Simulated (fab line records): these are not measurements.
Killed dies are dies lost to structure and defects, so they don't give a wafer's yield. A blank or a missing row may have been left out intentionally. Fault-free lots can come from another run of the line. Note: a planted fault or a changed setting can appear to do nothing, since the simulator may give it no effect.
Which of the tools did it?	flow nand_harc	11 lots, 33 wafers sampled, at 3 steps of a route of 1302

== WHAT THE GAUGES READ, wafer by wafer ==
NHARC_A_M1_INSPECT_11.
lot	measured	on	raw_defect_count
L637	day 22 09:49	defect_inspect-01	70 55 61
L638	day 23 05:27	defect_inspect-02	57 64 56
L639	day 23 08:05	defect_inspect-02	142 153 164
L642	day 24 13:32	defect_inspect-02	27 26 28
L641	day 24 15:34	defect_inspect-01	135 142 133
L645	day 26 02:46	defect_inspect-02	120 116 114
L650	day 28 03:36	defect_inspect-01	74 70 946
L651	day 28 06:01	defect_inspect-02	967 110 83
L654	day 29 01:01	defect_inspect-01	63 70 75
L658	day 31 09:49	defect_inspect-02	82 78 83
L660	day 32 03:28	defect_inspect-02	132 124 125

== TOOL THAT RAN EACH LOT (tool first, then ch and the chambers of the sampled wafers, then the start) ==
lot	NHARC_A_M0_ETCH_34	NHARC_A_M0_PRE_CLEAN_31
L637	rie_diel-06 ch 1,2, day 22 05:55	pecvd-04 ch 0,2, day 22 08:23
L638	rie_diel-06 ch 0,1,2, day 23 01:41	pecvd-02 ch 0,1, day 23 04:08
L639	rie_diel-01 ch 1,2,3, day 23 04:07	pecvd-02 ch 1,2, day 23 06:38
L642	rie_diel-11 ch 1,3, day 24 09:45	pecvd-03 ch 0,1,2, day 24 12:13
L641	rie_diel-06 ch 2,3, day 24 11:38	pecvd-03 ch 0,2, day 24 14:08
L645	rie_diel-01 ch 0,3, day 25 22:34	pecvd-03 ch 0,1,2, day 26 01:10
L650	rie_diel-11 ch 0,1,3, day 27 23:41	pecvd-03 ch 0,1,2, day 28 02:10
L651	rie_diel-01 ch 1,2,3, day 28 02:07	pecvd-03 ch 0,1,2, day 28 04:34
L654	rie_diel-01 ch 0,1, day 28 21:07	pecvd-04 ch 0,2, day 28 23:35
L658	rie_diel-01 ch 1,3, day 31 05:55	pecvd-04 ch 0,1, day 31 08:23
L660	rie_diel-11 ch 1,3, day 31 23:30	pecvd-02 ch 0,2, day 32 02:08
- NHARC_A_M0_ETCH_34: etches the open film in N2/H2, target depth 40 nm, overetch 12 nm, time 43.94 s.
- NHARC_A_M0_PRE_CLEAN_31: time 12 s.

== THE ANSWER, worked out from the rows above alone ==
Rule: the lots themselves supply what counts as usual. The widest of any qualifying gaps counts: lots, ordered by their means at a reading, are off when they make up no more than a third of the lots, leave a main group of 4 or more, and stand apart from it by 3 or more times the standard deviation of that group's means. If all means in a main group match to the digits the tables above print for the reading, that group is not used. Also off: a lot with no number at a reading for which 4 or more lots have one. Where the step has rows for the other lots, those lots are counted as sound.
Off, at NHARC_A_M1_INSPECT_11 on raw_defect_count: L650, L651. The main group: mean 92, standard deviation 40.
A tool fits if, at a process step before that reading, it ran every lot that is off, and no sound lot after the first of them. Gauges at NHARC_A_M1_INSPECT_11: tried the same way as those tools. One fits: pecvd-03 at NHARC_A_M0_PRE_CLEAN_31. Its last sound lot is L645 (day 26 01:10), its first lot that is off L650 (day 28 02:10): a fault that began between those two fits.

== WHAT WAS PUT IN BY THE SIMULATOR ==
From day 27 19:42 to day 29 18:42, pecvd-03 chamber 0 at NHARC_A_M0_PRE_CLEAN_31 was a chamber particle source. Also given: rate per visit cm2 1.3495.
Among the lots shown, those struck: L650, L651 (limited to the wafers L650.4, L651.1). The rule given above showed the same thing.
